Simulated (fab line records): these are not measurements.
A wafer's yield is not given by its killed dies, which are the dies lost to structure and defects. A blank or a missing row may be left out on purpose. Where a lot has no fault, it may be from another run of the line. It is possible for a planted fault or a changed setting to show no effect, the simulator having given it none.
Chamber matching    flow n5_finfet    N5_BEOL_M6_STRIP_67 on rie_diel-04: 4 sister chambers
The step strips in CF4. 4 wafers are shown with their chamber, then 12 later ones without.

## WAFERS, EACH WITH ITS CHAMBER
wafer   chamber  drypump_motor_current_A (A)
L088.5  2        5.5
L089.3  3        5.8
L089.4  1        5.3
L089.5  0        6.7

## WAFERS MISSING THEIR CHAMBER
wafer   drypump_motor_current_A (A)
L091.1  5.5
L091.2  6.7
L091.4  5.8
L093.1  5.8
L093.3  5.5
L093.4  5.3
L094.1  6.6
L094.3  5.5
L094.4  5.3
L096.2  5.3
L096.3  5.5
L096.4  6.6

## THE CHAMBER EACH PASSED THROUGH
wafer   from the rows above  in truth
L091.1  2                    2
L091.2  0                    0
L091.4  3                    3
L093.1  3                    3
L093.3  2                    2
L093.4  1                    1
L094.1  0                    0
L094.3  2                    2
L094.4  1                    1
L096.2  1                    1
L096.3  2                    2
L096.4  0                    0
Placed correctly: 12 of 12. Left unplaced by these rows: 0. Number placed wrongly: 0.
How it was worked out, from the rows above alone: a wafer's distance from a chamber is the root of the sum, over the readings, of the square of ((its reading less the chamber's mean) divided by the reading's scatter). The wafer belongs to the nearest chamber; if the next one is less than 2 further off, it can't be placed. For every chamber, the mean is computed from those of its wafers that are shown. The scatter: with one shown wafer a chamber, the root of the mean of the squares of how far each hidden wafer lies from its nearest shown one.
